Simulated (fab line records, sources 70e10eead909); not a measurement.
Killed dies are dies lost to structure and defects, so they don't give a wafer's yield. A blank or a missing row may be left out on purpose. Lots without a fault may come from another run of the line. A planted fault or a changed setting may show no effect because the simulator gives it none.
A struck lot beside a sound one | flow nand_harc | 37 steps out of a route of 1302
Sound: wafers L419.1, L419.3, L419.5. Struck: wafer L430.3. (L430.2, L430.5 of the same lot were not struck and are left out.) The cause comes at the end.
At each step with rows: each side's tool, then ch and its chambers, then its first start. Under that, the readings that differ: sound wafers | struck wafers | difference of the means | sigmas: that difference in standard deviations of wafers without a fault.
alike: readings whose means differ by less than 2 such deviations, and words and numbers that are the same on both sides. not compared: withheld readings, readings that some wafer has no value for, bounds like >300 that may hide the same value, and numbers for which the record gives no deviation and whose values overlap.
The two part at a step that has a row with sigmas, a row that says differs or no value, or rows on one side only. Numbers that don't overlap but have no deviation are shown without sigmas and don't part them. A reading that every wafer of one side lacks parts them only if that side has two wafers or more.

first, 5 steps without rows for these wafers: NHARC_A_STAIRCASE_EXPOSE_438 (exposes mask STAIR REV); NHARC_A_STAIRCASE_PEB_439 (peb time 130 s); NHARC_A_STAIRCASE_DEVELOP_440 (time 140 s); NHARC_A_STAIRCASE_HARDBAKE_442 (time 140 s); NHARC_A_STAIRCASE_DESCUM_443 (chemistry O2, time 3 s).
NHARC_A_STAIRCASE_ETCH_444: etches the open film in C4F8/O2, target depth 20400 nm, time 6800 s.
  sound on rie_diel-01 ch 1,2,3, day 19 20:50; struck on rie_diel-11 ch 3, day 24 07:44
  reading      | sound       | struck | difference | sigmas
  rf_vpp_V (V) | 799 804 808 | 813    | +9         | +2
  alike: oes_product_au
  not compared: rf_hours_counter_h
NHARC_A_STAIRCASE_STRIP_446: strips in O2.
  sound on plasma_asher-01 ch 1, day 20 00:19; struck on plasma_asher-01 ch 0, day 24 13:04
  reading                     | sound       | struck | difference | sigmas
  drypump_motor_current_A (A) | 4.7 4.7 4.7 | 5.8    | +1.1       | +2
  alike: heater_power_w
  not compared: rf_hours_counter_h
then, 3 steps without rows for these wafers: NHARC_A_STAIRCASE_STRIP_447 (strips in SPM, time 900 s); NHARC_A_STAIRCASE_PRECLEAN_448 (cleans in SC1); NHARC_A_STAIRCASE_SRD_449.
NHARC_A_STAIRCASE_CMP_450: polishes SiO2, target thk 200 nm.
  sound on cmp-01 ch 1,2,3, day 20 01:04; struck on cmp-04 ch 1, day 24 13:52
  alike: motor_current_A
then, 6 steps without rows for these wafers: NHARC_A_STAIRCASE_CMP_152 (polishes); NHARC_A_STAIRCASE_SRD_154; NHARC_A_STAIRCASE_ETCH_403 (etches SiO2 in dHF, target depth 108.2 nm); NHARC_A_STAIRCASE_ETCHBACK_422 (etches the open film in CH3F/O2, target depth 40 nm, time 74.286 s); NHARC_A_STAIRCASE_ETCH_423 (etches SiO2 in dHF, target depth 30 nm); NHARC_A_STAIRCASE_ETCHBACK_157 (etches the open film in CH3F/O2, target depth 90 nm, time 167.14 s).
NHARC_A_STAIRCASE_STRIP_475: strips in O2, time 20 s.
  sound on rie_diel-11 ch 0,1,2; struck on rie_diel-08 ch 3
  alike: drypump_motor_current_A, oes_product_au, rf_vpp_V, showerhead_plenum_p_Torr, throttle_valve_pct
  not compared: rf_hours_counter_h
NHARC_A_STAIRCASE_DEP_471: deposits SiO2, target thk 100 nm.
  sound on pecvd-02 ch 0,1, day 20 02:20; struck on pecvd-04 ch 2, day 24 15:02
  reading                | sound          | struck | difference | sigmas
  throttle_valve_pct (%) | 15.2 15.4 15.5 | 16.7   | +1.3       | +2
  alike: heater_power_w
then, 13 steps without rows for these wafers: NHARC_A_STAIRCASE_CMP_472 (polishes SiO2); NHARC_A_STAIRCASE_SRD_474; NHARC_A_SGD_CUT_DEP_00 (deposits SiNx, target thk 50 nm); NHARC_A_SGD_CUT_DEHYDRATE_01 (time 120 s); NHARC_A_SGD_CUT_HMDS_02 (time 30 s); NHARC_A_SGD_CUT_COAT_56 (time 75 s); NHARC_A_SGD_CUT_COAT_57 (time 65 s); NHARC_A_SGD_CUT_COAT_03 (resist thk 90 nm); NHARC_A_SGD_CUT_SOFTBAKE_04 (time 55 s); NHARC_A_SGD_CUT_EBR_05; NHARC_A_SGD_CUT_EXPOSE_06 (exposes mask SGD); NHARC_A_SGD_CUT_PEB_07 (peb time 65 s); NHARC_A_SGD_CUT_DEVELOP_08 (develop time 35 s).
NHARC_A_SGD_CUT_CD_MEAS_09: target cd 100 nm.
  sound on cd_sem-03 ch 0, day 20 03:44; struck on cd_sem-01 ch 0, day 24 16:19
  alike: cd_nm
NHARC_A_SGD_CUT_OVL_MEAS_10:
  sound on overlay-02, day 20 03:49; struck on overlay-01, day 24 16:24
  alike: overlay_x_nm, overlay_y_nm
then, 1 step without rows for these wafers: NHARC_A_SGD_CUT_DESCUM_14 (chemistry O2, time 3 s).
NHARC_A_SGD_CUT_ETCH_58: etches the open film in CF4, target depth 39 nm, time 65 s.
  sound on rie_diel-10 ch 1,2, day 20 04:00; struck on rie_diel-10 ch 3, day 24 16:37
  alike: drypump_motor_current_A, oes_product_au, rf_vpp_V, showerhead_plenum_p_Torr, throttle_valve_pct
  not compared: rf_hours_counter_h
-- the record jumps here: 5 days lie between the struck wafers' starts before and after (it left off in module A_SGD_CUT and takes up again in module END, whose first step shown is number 1302 of the route) --
NHARC_END_SORT_01:
  sound on prober-02 ch 0, day 25 01:53; struck on prober-01 ch 0, day 29 22:19
  reading             | sound    | struck | difference | sigmas
  killed_at_array     | 40 49 47 | 270    | +225       | +22
  killed_at_periphery | 2 2 0    | 9      | +8         | +3
  killed_dies         | 42 51 47 | 279    | +232       | +23
  killed_open         | 2 10 4   | 1      | -4         | -2
  alike: killed_at_other, killed_short

WHERE THEY PART
First at NHARC_A_STAIRCASE_ETCH_444; last, within this record, at NHARC_END_SORT_01.

WHY: what the simulator had put in
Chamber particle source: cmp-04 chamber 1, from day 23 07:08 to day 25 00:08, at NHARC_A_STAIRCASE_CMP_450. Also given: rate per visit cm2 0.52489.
